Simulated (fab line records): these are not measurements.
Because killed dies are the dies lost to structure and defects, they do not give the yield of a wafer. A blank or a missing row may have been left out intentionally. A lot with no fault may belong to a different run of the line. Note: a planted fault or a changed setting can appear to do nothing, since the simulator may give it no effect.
A struck lot beside a sound one + flow nand-harc + 26 out of 1302 route steps
Sound: the wafers L214.2, L214.4, L214.5. Wafers struck: L213.3, L213.5, L213.6. The cause comes at the end.
Each step with rows lists, per side, the tool, then ch with its chambers, then its first start. Under that, the readings that differ: sound wafers + struck wafers + difference of the means + sigmas: that difference in standard deviations of wafers without a fault.
alike: readings with means less than 2 such deviations apart, plus words and numbers identical on both sides. not compared: withheld readings, readings lacking a value on some wafer, bounds such as >300 that could conceal the same value, and numbers that have no deviation in the record and whose values overlap.
Wherever a step has rows on one side only, a row that says differs or no value, or a row with sigmas, the two part there. Non-overlapping numbers with no deviation appear without sigmas and do not part them. A reading that every wafer of one side lacks parts them only if that side has two wafers or more.

first, 8 steps without rows for these wafers: NHARC_A_CHANNEL_HOLE_D2_PEB_08 (peb time 65 s); NHARC_A_CHANNEL_HOLE_D2_DEVELOP_09 (develop time 35 s); NHARC_A_CHANNEL_HOLE_D2_DESCUM_15 (chemistry O2, time 3 s); NHARC_A_CHANNEL_HOLE_D2_ETCH_38 (etches the open film in CF4, target depth 39 nm, time 65 s); NHARC_A_CHANNEL_HOLE_D2_ETCH_39 (etches the open film in N2/H2, target depth 260 nm, time 325 s); NHARC_A_CHANNEL_HOLE_D2_ETCH_34 (etches the open film in CF4/CHF3, target depth 154 nm, time 77 s); NHARC_A_CHANNEL_HOLE_D2_ETCH_16 (etches the open film in O2/COS, target depth 3100 nm, time 806 s); NHARC_A_CHANNEL_HOLE_D2_ETCH_19 (etches the open film in C4F8/O2/Ar, time 34.5 s).
NHARC_A_CHANNEL_HOLE_D2_ETCH_20: etches the open film in C4F8/O2/Ar, time 361.9 s, target depth 1600 nm.
  sound on har-etch-01 ch 0,1, day 16 18:52; struck on har-etch-02 ch 0,1, day 16 18:52
  no value came back on the struck wafers for any of 6 readings (c4f8-flow-sccm (sccm), chamber-pressure-mTorr (mTorr) and others); on the sound wafers c4f8-flow-sccm (sccm) reads 88.80 89.62 88.99
  not compared: rf-hours-counter-h
then, 10 steps without rows for these wafers: NHARC_A_CHANNEL_HOLE_D2_ETCH_21 (etches the open film in C4F8/O2/Ar, time 514.3 s, target depth 1600 nm); NHARC_A_CHANNEL_HOLE_D2_ETCH_22 (etches the open film in C4F8/O2/Ar, time 666.7 s, target depth 1600 nm); NHARC_A_CHANNEL_HOLE_D2_ETCH_23 (etches the open film in C4F8/O2/Ar, time 819 s, target depth 1600 nm); NHARC_A_CHANNEL_HOLE_D2_ETCH_24 (etches the open film in C4F8/O2/Ar, time 906.2 s, target depth 1500 nm); NHARC_A_CHANNEL_HOLE_D2_ETCH_25 (etches the open film in C4F8/O2/Ar, time 1040.2 s, target depth 1500 nm); NHARC_A_CHANNEL_HOLE_D2_ETCH_26 (etches the open film in C4F8/O2/Ar, time 224.1 s, target depth 300 nm); NHARC_A_CHANNEL_HOLE_D2_ETCH_27 (etches the open film in C4F8/O2/Ar, time 90 s, target depth 400 nm); NHARC_A_CHANNEL_HOLE_D2_STRIP_41 (strips in N2/H2); NHARC_A_CHANNEL_HOLE_D2_STRIP_42 (strips in CF4/CHF3); NHARC_A_CHANNEL_HOLE_D2_STRIP_43 (strips in O2/COS).
NHARC_A_CHANNEL_HOLE_D2_ETCH_44: etches the open film in CF4/O2, target depth 140 nm, overetch 14 nm, time 77 s.
  sound on rie-diel-10 ch 0,1,2, day 16 23:25; struck on rie-diel-06 ch 1,2, day 16 23:24
| reading                            | sound            | struck            | difference | sigmas |
|------------------------------------|------------------|-------------------|------------|--------|
| model.A_CHANNEL_HOLE_D2.cd-nm (nm) | 89.52 91.36 91.8 | 101.9 102.9 99.09 | +10.4      |        |
  alike: bias-w, cf4-flow-sccm, drypump-motor-current-A, oes-product-au, rf-vpp-V, showerhead-plenum-p-Torr, throttle-valve-pct
  not compared: rf-hours-counter-h
then, 3 steps without rows for these wafers: NHARC_A_CHANNEL_HOLE_D2_STRIP_28 (strips in O2); NHARC_A_CHANNEL_HOLE_D2_PRECLEAN_29 (cleans in SC1); NHARC_A_CHANNEL_HOLE_D2_SRD_30.
NHARC_A_CHANNEL_HOLE_D2_CD_MEAS_31:
  sound on cd-sem-02 at day 17 00:11; struck on cd-sem-01 at day 17 00:14
| reading    | sound          | struck       | difference | sigmas |
|------------|----------------|--------------|------------|--------|
| cd-nm (nm) | 89.3 91.2 91.1 | -0.2 2.1 0.3 | -89.8      | -64    |
NHARC_A_CHANNEL_HOLE_D2_XSEM_32:
  sound on xsem-02 ch 0, day 17 00:17; struck on xsem-01 ch 0, day 17 00:19
| reading        | sound          | struck         | difference | sigmas |
|----------------|----------------|----------------|------------|--------|
| bot-cd-nm (nm) | 73.6 75.9 75.6 | 0.0 1.3 0.0    | -74.6      | -53    |
| bow-nm (nm)    | 9.03 9.07 9.10 | 0.88 0.88 0.89 | -8.18      | -48    |
  alike: tilt-deg
-- the record jumps here: 11 days lie between the struck wafers' starts before and after (it left off in module A_CHANNEL_HOLE_D2 and takes up again in module END, whose first step shown is number 1302 of the route) --
NHARC_END_SORT_01:
  sound on prober-01 ch 0, day 28 00:21; struck on prober-02 ch 0, day 28 01:10
| reading         | sound    | struck      | difference | sigmas |
|-----------------|----------|-------------|------------|--------|
| killed-at-array | 62 62 63 | 674 675 677 | +613       | +34    |
| killed-dies     | 65 65 64 | 677 677 677 | +612       | +36    |
  alike: killed-at-other, killed-at-periphery, killed-open, killed-short

== WHERE THEY PART ==
At NHARC_A_CHANNEL_HOLE_D2_ETCH_20 first; at NHARC_END_SORT_01 last (within this record only).

WHY: what had been put in by the simulator
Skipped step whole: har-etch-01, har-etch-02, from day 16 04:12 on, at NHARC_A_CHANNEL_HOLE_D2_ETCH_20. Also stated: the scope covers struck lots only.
